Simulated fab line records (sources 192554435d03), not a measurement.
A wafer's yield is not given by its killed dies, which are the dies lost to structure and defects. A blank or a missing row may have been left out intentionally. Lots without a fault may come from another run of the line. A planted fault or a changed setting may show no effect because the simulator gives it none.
Comparing a struck lot with a sound one :: flow n5Finfet :: 39 out of 1938 route steps
Sound: the wafers L843.2, L843.4, L843.6. Struck: wafer L847.4 (L847.3, L847.6, from the same lot, were not struck and are left out); the cause is given at the end.
Per side, at each step with rows, come the tool, then ch with its chambers, and then its first start. Under that, the readings that differ: sound wafers :: struck wafers :: difference of the means :: sigmas: that difference in standard deviations of wafers without a fault.
alike: readings with means less than 2 such deviations apart, plus words and numbers identical on both sides. not compared: withheld readings, readings lacking a value on some wafer, bounds such as >300 that could conceal the same value, and numbers that have no deviation in the record and whose values overlap.
A row with sigmas, a row that says differs or no value, or rows on one side alone: a step with any of these is where the two part. Numbers that don't overlap but have no deviation are shown without sigmas and don't part them. Lack of a reading on every wafer of one side parts them only where that side has two or more wafers.

first, 10 steps without rows for these wafers: N5_DUMMY_GATE_ETCH_32 (etches SiO2 in CF4, target depth 3.5 nm, time 3.9 s); N5_DUMMY_GATE_ETCH_23 (etches poly-Si in HBr/Cl2/O2, target depth 41 nm, time 22.3 s); N5_DUMMY_GATE_ETCH_44 (etches poly-Si in HBr/O2, stops on SiO2, target depth 127.5 nm); N5_DUMMY_GATE_ETCH_42 (etches SiO2 in CHF3/O2, target depth 3.5 nm, time 31 s); N5_DUMMY_GATE_STRIP_48 (strips in N2/H2, time 20 s); N5_DUMMY_GATE_PRECLEAN_33 (cleans in dHF, time 10 s); N5_DUMMY_GATE_PRECLEAN_25 (cleans in O3/DIW, time 45 s); N5_DUMMY_GATE_PRECLEAN_51 (cleans in SC2, time 45 s); N5_DUMMY_GATE_SRD_26 (time 30 s); N5_DUMMY_GATE_UV_OZONE_45 (time 120 s).
N5_SPACER0_ALD_07: deposits SiNx, target thk 2 nm.
  sound on aldSin-01 ch 1,2, day 3 14:31; struck on aldSin-01 ch 1, day 4 14:47
reading: model.SiNx_of_SPACER0_ALD_07.thkNm (nm)
sound: 2 2 2
struck: 0.6
difference: -1.4
sigmas: 
  alike: heaterPowerW
then, 25 steps without rows for these wafers: N5_SPACER0_ALD_00 (deposits SiOCN, target thk 3.5 nm, pulse time 3 s, purge time 2 s); N5_SPACER0_ALD_08 (deposits SiNx, target thk 2 nm); N5_SD_EPI_N_COAT_32 (time 60 s, resist thk 350 nm); N5_SD_EPI_N_COAT_33 (time 60 s, resist thk 35 nm); N5_SD_EPI_N_COAT_03 (resist thk 150 nm); N5_SD_EPI_N_EBR_05; N5_SD_EPI_N_SOFTBAKE_04 (time 60 s); N5_SD_EPI_N_EXPOSE_06 (exposes mask SD N BLK, target cd 120 nm); N5_SD_EPI_N_PEB_07 (peb time 60 s); N5_SD_EPI_N_DEVELOP_08 (develop time 30 s); N5_SD_EPI_N_DESCUM_14 (chemistry O2, time 7.9 s); N5_SD_EPI_N_ETCH_34 (etches SiARC in CF4, target depth 45.5 nm, time 75.8 s); N5_SD_EPI_N_ETCH_35 (etches SOC in N2/H2, overetch 108 nm, time 486 s); N5_SD_EPI_N_STRIP_36 (strips in N2/H2); N5_SD_EPI_N_ETCHBACK_44 (etches SiNx in CH3F/O2, stops on SiO2, target depth 14.5 nm); N5_SD_EPI_N_ETCH_45 (etches SiOCN in CH3F/O2, target depth 6 nm); N5_SD_EPI_N_ETCH_16 (etches SiO2 in CHF3/O2, target depth 5 nm); N5_SD_EPI_N_STRIP_47 (strips in CHF3/O2); N5_SD_EPI_N_SD_RECESS_17 (chemistry HBr/Cl2/O2, target depth 41 nm, time 23.7 s, bt time 3 s); N5_SD_EPI_N_STRIP_38 (strips in N2/H2); N5_SD_EPI_N_WET_ETCH_43 (etches SiO2 in dHF, time 14 s, target depth 1.5 nm); N5_SD_EPI_N_STRIP_18 (strips in SPM, time 750 s); N5_SD_EPI_N_SRD_20 (time 30 s); N5_SD_EPI_N_PRECLEAN_48 (cleans in NF3:NH3, afs cycles 2, time 20 s, sublimation time 60 s); N5_SD_EPI_N_VAPOR_ETCH_50 (etches Si in HCl, time 54 s).
N5_DUMMY_REMOVAL_HM_STRIP_01: strips SiNx in CH3F/O2, stops on poly-Si, target depth 4 nm, time 6.8 s.
  sound on rieDiel-02 ch 0,1,3, day 4 11:37; struck on rieDiel-05 ch 1, day 5 13:06
reading: chamberPressureMTorr (mTorr)
sound: 29.989 29.966 29.981
struck: 30.051
difference: +0.072
sigmas: +3

reading: drypumpMotorCurrentA (A)
sound: 6.0 4.8 5.9
struck: 6.7
difference: +1.1
sigmas: +2

reading: oesProductAu (a.u.)
sound: 0.60 0.61 0.57
struck: 0.38
difference: -0.21
sigmas: -5
  alike: rfVppV, showerheadPlenumPTorr, throttleValvePct
  not compared: rfHoursCounterH
-- the record jumps here: 5 days lie between the struck wafers' starts before and after (it left off in module DUMMY_REMOVAL and takes up again in module BEOL_M4, whose first step shown is number 1111 of the route) --
N5_BEOL_M4_RC_MEAS_101:
  sound on prober-01 ch 0, day 8 20:02; struck on prober-01 ch 0, day 10 19:11
reading: DIBL_N (mV/V)
sound: 36.7 35.9 36.0
struck: 46.0
difference: +9.8
sigmas: +8

reading: DIBL_P (mV/V)
sound: 37.2 35.8 36.6
struck: 44.1
difference: +7.6
sigmas: +5

reading: IOFF_N (nA/um)
sound: 0.161 0.147 0.156
struck: 0.347
difference: +0.192
sigmas: +10

reading: IOFF_N_85C (nA/um)
sound: 3.1 2.9 3.0
struck: 6.0
difference: +3.0
sigmas: +9

reading: IOFF_N_LIN (nA/um)
sound: 0.075 0.071 0.074
struck: 0.137
difference: +0.064
sigmas: +8

reading: IOFF_P (nA/um)
sound: 0.19 0.18 0.19
struck: 0.46
difference: +0.27
sigmas: +8

reading: IOFF_P_85C (nA/um)
sound: 3.4 3.1 3.3
struck: 7.1
difference: +3.8
sigmas: +8

reading: IOFF_P_LIN (nA/um)
sound: 0.095 0.089 0.091
struck: 0.185
difference: +0.093
sigmas: +7

reading: ION_N (uA/um)
sound: 675 681 677
struck: 722
difference: +44
sigmas: +5

reading: ION_P (uA/um)
sound: 454 458 460
struck: 504
difference: +47
sigmas: +6

reading: REXT_N (ohm.um)
sound: 77.8 77.0 78.6
struck: 63.1
difference: -14.7
sigmas: -7

reading: REXT_P (ohm.um)
sound: 102.0 102.3 102.4
struck: 87.7
difference: -14.5
sigmas: -6

reading: SS_N (mV/dec)
sound: 70.6 71.0 71.7
struck: 72.9
difference: +1.8
sigmas: +4

reading: SS_P (mV/dec)
sound: 72.9 72.7 73.4
struck: 74.7
difference: +1.7
sigmas: +3

reading: VT_N (mV)
sound: 250.2 248.5 249.3
struck: 238.0
difference: -11.3
sigmas: -5

reading: VT_N_LVT (mV)
sound: 97.0 99.2 97.7
struck: 86.8
difference: -11.2
sigmas: -4

reading: VT_P (mV)
sound: -252 -250 -250
struck: -236
difference: +15
sigmas: +5

reading: VT_P_LVT (mV)
sound: -99.3 -100.1 -100.2
struck: -84.0
difference: +15.9
sigmas: +6
-- record jumps: 5 days separate the struck wafers' starts on either side; left off in module BEOL_M4, taken up again in module PASSIVATION, whose first shown step is the route's number 1936 --
N5_PASSIVATION_PROBE_49:
  sound on prober-01, day 13 03:10; struck on prober-01, day 15 09:35
reading: killed_at_M4_up
sound: 8 14 10
struck: 23
difference: +12
sigmas: +2

reading: sort_bin_4_leakage (%)
sound: 0 0 0
struck: 9.49
difference: +9.49
sigmas: 

reading: sortNPass
sound: 1094 1066 1084
struck: 970
difference: -111
sigmas: -7

reading: sortYieldPct (%)
sound: 92.7 90.3 91.9
struck: 82.2
difference: -9.4
sigmas: -7
  alike: defectLimitedYield, killed_at_M0_to_M3, killedAtContacts, killedAtFrontEnd, killedAtOther, killedDies, killedOpen, killedShort, sort_bin_5_function, sort_bin_6_memory

## WHERE THEY PART
Last at N5_PASSIVATION_PROBE_49 as far as this record goes, first at N5_DUMMY_REMOVAL_HM_STRIP_01.

WHY: what the simulator had put in
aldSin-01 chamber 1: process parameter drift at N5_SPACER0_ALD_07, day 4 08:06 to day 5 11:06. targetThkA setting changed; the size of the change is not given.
